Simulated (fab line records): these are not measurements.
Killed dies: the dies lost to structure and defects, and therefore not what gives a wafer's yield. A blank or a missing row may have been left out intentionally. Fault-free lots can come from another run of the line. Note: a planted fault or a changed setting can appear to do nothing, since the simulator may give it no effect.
The tool behind it: which one? | flow n5_finfet | Sampling: 24 lots, 72 wafers, 6 of 1938 route steps

WHAT THE GAUGES SHOWED, per wafer
N5_BEOL_M14_OCD_MEAS_35. Usual: 560 nm for trench_depth_nm, sd 19.
lot  | measured     | on     | trench_depth_nm (nm) | flag
L074 | day 10 15:27 | ocd-01 | 532 528 584          |
L076 | day 11 09:53 | ocd-01 | 585 582 536          |
L075 | day 11 11:44 | ocd-01 | 590 537 586          |
L077 | day 11 18:51 | ocd-01 | 584 603 581          |
L078 | day 12 02:43 | ocd-01 | 560 560 552          |
L079 | day 12 10:54 | ocd-01 | 582 531 527          |
L081 | day 12 13:47 | ocd-02 | 558 600 544          |
L080 | day 12 14:31 | ocd-01 | 576 594 540          |
L082 | day 12 19:40 | ocd-02 | 549 560 548          |
L083 | day 12 20:54 | ocd-02 | 572 576 532          |
L084 | day 13 11:48 | ocd-02 | 578 528 581          |
L085 | day 13 12:22 | ocd-01 | 602 554 566          |
L086 | day 13 13:44 | ocd-02 | 531 580 530          |
L087 | day 14 13:56 | ocd-01 | 529 565 565          |
L089 | day 14 19:23 | ocd-02 | 579 563 563          |
L088 | day 14 20:00 | ocd-01 | 553 581 580          |
L090 | day 15 08:17 | ocd-02 | 550 550 565          |
L091 | day 15 11:40 | ocd-01 | 572 553 550          |
L092 | day 15 12:10 | ocd-01 | 567 547 564          |
L093 | day 15 23:20 | ocd-02 | 559 546 564          |
L094 | day 16 05:16 | ocd-01 | 548 567 562          |
L095 | day 16 08:40 | ocd-02 | 559 564 566          |
L096 | day 16 18:00 | ocd-01 | 551 559 549          |
L097 | day 16 22:46 | ocd-02 | 593 549 577          |

N5_PASSIVATION_INSPECT_61: inspects for defects (macro). Usual: 1.9 for raw_defect_count, sd 1.4.
lot  | measured     | on                | raw_defect_count | flag
L074 | day 11 07:00 | defect_inspect-02 | 2 1 1            |
L076 | day 12 01:08 | defect_inspect-02 | 5 1 1            |
L075 | day 12 06:55 | defect_inspect-02 | 3 1 4            |
L077 | day 12 13:56 | defect_inspect-01 | 1 3 2            |
L078 | day 13 00:53 | defect_inspect-01 | 2 4 1            |
L079 | day 13 03:38 | defect_inspect-01 | 1 2 0            |
L081 | day 13 09:37 | defect_inspect-02 | 5 1 6            |
L080 | day 13 11:40 | defect_inspect-02 | 6 1 4            |
L082 | day 13 11:49 | defect_inspect-02 | 0 0 0            |
L083 | day 13 15:46 | defect_inspect-02 | 5 4 2            |
L084 | day 14 05:46 | defect_inspect-01 | 2 1 0            |
L085 | day 14 09:59 | defect_inspect-02 | 2 3 3            |
L086 | day 14 12:58 | defect_inspect-02 | 2 3 1            |
L087 | day 15 11:53 | defect_inspect-02 | 1 1 2            |
L089 | day 15 21:52 | defect_inspect-01 | 3 3 2            |
L088 | day 15 16:26 | defect_inspect-01 | 4 2 1            |
L090 | day 16 01:52 | defect_inspect-02 | 3 3 3            |
L091 | day 16 04:28 | defect_inspect-01 | 2 2 1            |
L092 | day 16 04:25 | defect_inspect-01 | 2 1 2            |
L093 | day 16 14:32 | defect_inspect-02 | 2 1 2            |
L094 | day 16 21:56 | defect_inspect-02 | 2 3 2            |
L095 | day 17 02:46 | defect_inspect-02 | 3 2 2            |
L096 | day 17 13:31 | defect_inspect-02 | 2 1 1            |
L097 | day 18 02:40 | defect_inspect-01 | 1 2 2            |

EACH LOT AND THE TOOL THAT RAN IT (in order: tool; ch and the chambers of the sampled wafers; start)
lot  | N5_BEOL_M14_STRIP_63                          | N5_BEOL_M14_DEGAS_41         | N5_BEOL_M15_DEGAS_41         | N5_MIM_TOP_LITHO_DESCUM_10
L074 | rie_diel-03 ch 0,1,2, day 10 15:27 or earlier | pvd_sputter-02, day 10 15:56 | pvd_sputter-01, day 10 22:33 | rie_diel-03 ch 0,1,3, day 11 02:45
L076 | rie_diel-01 ch 0,2,3, day 11 09:53 or earlier | pvd_sputter-01, day 11 10:46 | pvd_sputter-01, day 11 15:44 | rie_diel-01 ch 0,1,3, day 11 21:59
L075 | rie_diel-03 ch 0,1,3, day 11 11:44 or earlier | pvd_sputter-02, day 11 14:57 | pvd_sputter-03, day 11 20:19 | rie_diel-04 ch 0,1, day 12 00:22
L077 | rie_diel-01 ch 2,3, day 11 18:51 or earlier   | pvd_sputter-03, day 11 22:14 | pvd_sputter-02, day 12 07:17 | rie_diel-03 ch 0,1,3, day 12 11:38
L078 | rie_diel-01 ch 0,1,2, day 12 02:43 or earlier | pvd_sputter-01, day 12 10:16 | pvd_sputter-03, day 12 16:38 | rie_diel-03 ch 0,1, day 12 22:33
L079 | rie_diel-04 ch 0,2,3, day 12 10:54 or earlier | pvd_sputter-03, day 12 13:13 | pvd_sputter-01, day 12 17:52 | rie_diel-01 ch 1,2,3, day 13 00:41
L081 | rie_diel-04 ch 0,1,3, day 12 13:47 or earlier | pvd_sputter-02, day 12 15:07 | pvd_sputter-02, day 13 01:11 | rie_diel-04 ch 0,1,3, day 13 06:51
L080 | rie_diel-03 ch 0,1,3, day 12 14:31 or earlier | pvd_sputter-02, day 12 16:02 | pvd_sputter-01, day 13 01:16 | rie_diel-04 ch 0,2,3, day 13 09:14
L082 | rie_diel-04 ch 0,3, day 12 19:40 or earlier   | pvd_sputter-02, day 12 20:56 | pvd_sputter-02, day 13 02:19 | rie_diel-01 ch 0,2, day 13 09:22
L083 | rie_diel-03 ch 0,2, day 12 20:54 or earlier   | pvd_sputter-02, day 13 00:37 | pvd_sputter-02, day 13 08:45 | rie_diel-04 ch 0,1,3, day 13 13:20
L084 | rie_diel-03 ch 0,1, day 13 11:48 or earlier   | pvd_sputter-02, day 13 12:16 | pvd_sputter-01, day 13 17:14 | rie_diel-01 ch 0,2, day 14 03:16
L085 | rie_diel-03 ch 0,1,2, day 13 12:22 or earlier | pvd_sputter-02, day 13 16:48 | pvd_sputter-02, day 14 02:18 | rie_diel-03 ch 1,2,3, day 14 07:15
L086 | rie_diel-03 ch 0,2,3, day 13 13:44 or earlier | pvd_sputter-03, day 13 17:08 | pvd_sputter-01, day 14 02:47 | rie_diel-01 ch 1,2, day 14 10:32
L087 | rie_diel-04 ch 0,2,3, day 14 13:56 or earlier | pvd_sputter-02, day 14 14:45 | pvd_sputter-01, day 15 03:53 | rie_diel-01 ch 1,2, day 15 09:12
L089 | rie_diel-04 ch 0,2,3, day 14 19:23 or earlier | pvd_sputter-01, day 15 03:34 | pvd_sputter-03, day 15 12:02 | rie_diel-03 ch 1,3, day 15 17:16
L088 | rie_diel-03 ch 1,3, day 14 20:00 or earlier   | pvd_sputter-03, day 15 03:20 | pvd_sputter-02, day 15 08:33 | rie_diel-01 ch 0,1, day 15 13:22
L090 | rie_diel-04 ch 1,2, day 15 08:17 or earlier   | pvd_sputter-02, day 15 10:55 | pvd_sputter-03, day 15 17:07 | rie_diel-01 ch 0,2,3, day 15 23:23
L091 | rie_diel-01 ch 1,2, day 15 11:40 or earlier   | pvd_sputter-03, day 15 13:53 | pvd_sputter-01, day 15 19:08 | rie_diel-03 ch 0,1, day 16 01:47
L092 | rie_diel-01 ch 0,1,2, day 15 12:10 or earlier | pvd_sputter-01, day 15 14:01 | pvd_sputter-03, day 15 19:19 | rie_diel-03 ch 1,2,3, day 16 01:54
L093 | rie_diel-01 ch 0,1, day 15 23:20 or earlier   | pvd_sputter-01, day 16 01:16 | pvd_sputter-03, day 16 07:31 | rie_diel-03 ch 1,2, day 16 11:52
L094 | rie_diel-04 ch 1,2, day 16 05:16 or earlier   | pvd_sputter-03, day 16 07:09 | pvd_sputter-02, day 16 14:06 | rie_diel-04 ch 0,1, day 16 19:17
L095 | rie_diel-03 ch 0,1,3, day 16 08:40 or earlier | pvd_sputter-01, day 16 11:10 | pvd_sputter-01, day 16 18:23 | rie_diel-03 ch 0,2, day 16 22:28
L096 | rie_diel-01 ch 1,2, day 16 18:00 or earlier   | pvd_sputter-02, day 16 19:05 | pvd_sputter-02, day 17 03:22 | rie_diel-04 ch 0,1,2, day 17 08:56
L097 | rie_diel-01 ch 1,2, day 16 22:46 or earlier   | pvd_sputter-03, day 17 04:28 | pvd_sputter-03, day 17 15:41 | rie_diel-03 ch 0,2,3, day 17 22:27
- N5_BEOL_M14_STRIP_63: strips in O2.
- N5_BEOL_M14_DEGAS_41: time 60 s.
- N5_BEOL_M15_DEGAS_41: time 60 s.
- N5_MIM_TOP_LITHO_DESCUM_10: chemistry O2, time 7.9 s.

AS READ BY THE TOOLS THEMSELVES (means over the sampled wafers that have a number; for cases with no such wafer, the mark the record gives instead)
N5_BEOL_M14_STRIP_63. Usual: drypump_motor_current_A 5.7 A, standard deviation 0.49; oes_product_au 0.79 a.u., standard deviation 0.086; rf_vpp_V 3.6 V, standard deviation 0.81; showerhead_plenum_p_Torr 2.13 Torr, standard deviation 0.087; throttle_valve_pct 16.66 %, standard deviation 0.23.
lot  | tool        | drypump_motor_current_A (A) | oes_product_au (a.u.) | rf_vpp_V (V) | showerhead_plenum_p_Torr (Torr) | throttle_valve_pct (%) | flag
L074 | rie_diel-03 | 5.8                         | 0.76                  | 4.2          | 2.12                            | 16.70                  |
L076 | rie_diel-01 | 5.8                         | 0.81                  | 3.4          | 2.16                            | 16.65                  |
L075 | rie_diel-03 | 5.7                         | 0.74                  | 3.3          | 2.17                            | 16.83                  |
L077 | rie_diel-01 | 5.5                         | 0.76                  | 3.9          | 2.15                            | 16.62                  |
L078 | rie_diel-01 | 5.8                         | 0.79                  | 3.0          | 2.12                            | 16.72                  |
L079 | rie_diel-04 | 5.2                         | 0.78                  | 4.6          | 2.13                            | 16.57                  |
L081 | rie_diel-04 | 5.4                         | 0.81                  | 3.7          | 2.08                            | 16.67                  |
L080 | rie_diel-03 | 5.7                         | 0.72                  | 3.7          | 2.16                            | 16.84                  |
L082 | rie_diel-04 | 5.2                         | 0.75                  | 4.1          | 2.07                            | 16.73                  |
L083 | rie_diel-03 | 6.2                         | 0.70                  | 3.4          | 2.10                            | 16.96                  |
L084 | rie_diel-03 | 5.9                         | 0.72                  | 3.5          | 2.17                            | 16.88                  |
L085 | rie_diel-03 | 5.8                         | 0.74                  | 4.3          | 2.11                            | 16.75                  |
L086 | rie_diel-03 | 6.0                         | 0.81                  | 3.7          | 2.09                            | 16.77                  |
L087 | rie_diel-04 | 5.2                         | 0.76                  | 4.3          | 2.12                            | 16.60                  |
L089 | rie_diel-04 | 5.2                         | 0.77                  | 3.6          | 2.12                            | 16.58                  |
L088 | rie_diel-03 | 5.5                         | 0.90                  | 3.4          | 2.14                            | 16.53                  |
L090 | rie_diel-04 | 5.3                         | 0.80                  | 3.3          | 2.12                            | 16.41                  |
L091 | rie_diel-01 | 5.5                         | 0.89                  | 3.6          | 2.23                            | 16.46                  |
L092 | rie_diel-01 | 5.7                         | 0.85                  | 3.4          | 2.20                            | 16.57                  |
L093 | rie_diel-01 | 6.2                         | 0.81                  | 3.3          | 2.18                            | 16.60                  |
L094 | rie_diel-04 | 5.6                         | 0.82                  | 4.0          | 2.07                            | 16.52                  |
L095 | rie_diel-03 | 5.7                         | 0.89                  | 3.9          | 2.15                            | 16.59                  |
L096 | rie_diel-01 | 5.5                         | 0.87                  | 3.4          | 2.23                            | 16.49                  |
L097 | rie_diel-01 | 5.5                         | 0.87                  | 4.0          | 2.23                            | 16.49                  |

N5_BEOL_M14_DEGAS_41. Usual: 447 W for heater_power_w, sd 55.
lot  | tool           | heater_power_w (W) | flag
L074 | pvd_sputter-02 | 430                |
L076 | pvd_sputter-01 | 463                |
L075 | pvd_sputter-02 | 457                |
L077 | pvd_sputter-03 | 502                |
L078 | pvd_sputter-01 | 463                |
L079 | pvd_sputter-03 | 526                |
L081 | pvd_sputter-02 | 421                |
L080 | pvd_sputter-02 | 437                |
L082 | pvd_sputter-02 | 397                |
L083 | pvd_sputter-02 | 429                |
L084 | pvd_sputter-02 | 459                |
L085 | pvd_sputter-02 | 429                |
L086 | pvd_sputter-03 | 497                |
L087 | pvd_sputter-02 | 432                |
L089 | pvd_sputter-01 | 446                |
L088 | pvd_sputter-03 | 482                |
L090 | pvd_sputter-02 | 405                |
L091 | pvd_sputter-03 | 471                |
L092 | pvd_sputter-01 | 408                |
L093 | pvd_sputter-01 | 439                |
L094 | pvd_sputter-03 | 439                |
L095 | pvd_sputter-01 | 496                |
L096 | pvd_sputter-02 | 435                |
L097 | pvd_sputter-03 | 495                |

N5_BEOL_M15_DEGAS_41. Usual: 448 W for heater_power_w, sd 53.
lot  | tool           | heater_power_w (W) | flag
L074 | pvd_sputter-01 | 468                |
L076 | pvd_sputter-01 | 439                |
L075 | pvd_sputter-03 | 459                |
L077 | pvd_sputter-02 | 433                |
L078 | pvd_sputter-03 | 426                |
L079 | pvd_sputter-01 | 472                |
L081 | pvd_sputter-02 | 398                |
L080 | pvd_sputter-01 | 443                |
L082 | pvd_sputter-02 | 406                |
L083 | pvd_sputter-02 | 430                |
L084 | pvd_sputter-01 | 434                |
L085 | pvd_sputter-02 | 465                |
L086 | pvd_sputter-01 | 491                |
L087 | pvd_sputter-01 | 449                |
L089 | pvd_sputter-03 | 444                |
L088 | pvd_sputter-02 | 432                |
L090 | pvd_sputter-03 | 498                |
L091 | pvd_sputter-01 | 463                |
L092 | pvd_sputter-03 | 472                |
L093 | pvd_sputter-03 | 494                |
L094 | pvd_sputter-02 | 434                |
L095 | pvd_sputter-01 | 472                |
L096 | pvd_sputter-02 | 389                |
L097 | pvd_sputter-03 | 475                |

N5_MIM_TOP_LITHO_DESCUM_10. Usual: drypump_motor_current_A 5.7 A, standard deviation 0.47; oes_product_au 0.80 a.u., standard deviation 0.086; rf_vpp_V 243.7 V, standard deviation 1.5; showerhead_plenum_p_Torr 2.12 Torr, standard deviation 0.085; throttle_valve_pct 20.39 %, standard deviation 0.2.
lot  | tool        | drypump_motor_current_A (A) | oes_product_au (a.u.) | rf_vpp_V (V) | showerhead_plenum_p_Torr (Torr) | throttle_valve_pct (%) | flag
L074 | rie_diel-03 | 5.7                         | 0.74                  | 243.5        | 2.16                            | 20.54                  |
L076 | rie_diel-01 | 6.0                         | 0.72                  | 242.2        | 2.08                            | 20.45                  |
L075 | rie_diel-04 | 5.7                         | 0.86                  | 244.6        | 2.16                            | 20.36                  |
L077 | rie_diel-03 | 5.7                         | 0.72                  | 243.2        | 2.16                            | 20.56                  |
L078 | rie_diel-03 | 5.6                         | 0.77                  | 244.4        | 2.19                            | 20.37                  |
L079 | rie_diel-01 | 5.5                         | 0.75                  | 243.4        | 2.10                            | 20.43                  |
L081 | rie_diel-04 | 5.5                         | 0.80                  | 243.3        | 2.08                            | 20.41                  |
L080 | rie_diel-04 | 5.2                         | 0.78                  | 243.2        | 2.12                            | 20.30                  |
L082 | rie_diel-01 | 6.0                         | 0.82                  | 244.4        | 2.16                            | 20.52                  |
L083 | rie_diel-04 | 5.5                         | 0.80                  | 243.2        | 2.08                            | 20.42                  |
L084 | rie_diel-01 | 5.5                         | 0.82                  | 245.3        | 2.18                            | 20.50                  |
L085 | rie_diel-03 | 5.6                         | 0.83                  | 243.8        | 2.09                            | 20.30                  |
L086 | rie_diel-01 | 5.5                         | 0.94                  | 245.4        | 2.23                            | 20.20                  |
L087 | rie_diel-01 | 5.5                         | 0.90                  | 245.4        | 2.23                            | 20.21                  |
L089 | rie_diel-03 | 5.5                         | 0.88                  | 244.6        | 2.13                            | 20.27                  |
L088 | rie_diel-01 | 6.0                         | 0.86                  | 244.1        | 2.20                            | 20.24                  |
L090 | rie_diel-01 | 5.7                         | 0.85                  | 244.1        | 2.14                            | 20.32                  |
L091 | rie_diel-03 | 5.5                         | 0.84                  | 244.5        | 2.17                            | 20.29                  |
L092 | rie_diel-03 | 5.6                         | 0.81                  | 242.0        | 2.08                            | 20.32                  |
L093 | rie_diel-03 | 5.5                         | 0.76                  | 243.5        | 2.11                            | 20.28                  |
L094 | rie_diel-04 | 5.7                         | 0.82                  | 243.1        | 2.09                            | 20.40                  |
L095 | rie_diel-03 | 6.2                         | 0.85                  | 242.6        | 2.09                            | 20.49                  |
L096 | rie_diel-04 | 5.5                         | 0.79                  | 244.4        | 2.13                            | 20.30                  |
L097 | rie_diel-03 | 6.0                         | 0.83                  | 243.1        | 2.07                            | 20.46                  |

THE ANSWER, worked out from the rows above alone
Rule: a lot is off if the mean of its wafers that have a number lies more than 3 standard deviations from the usual mean. Also off: a lot with no number at a reading for which 4 or more lots have one. The other lots that the step has rows for count as sound. The gauges are gone through in route order, then the tools' own readings, and for those a lot's mean is taken as printed above. At the first step where some lot is off, the reading lying furthest off is the one used; lots without a number count as furthest.
None of the lots is off at any reading shown; this tells nothing.

WHAT WAS PUT IN BY THE SIMULATOR
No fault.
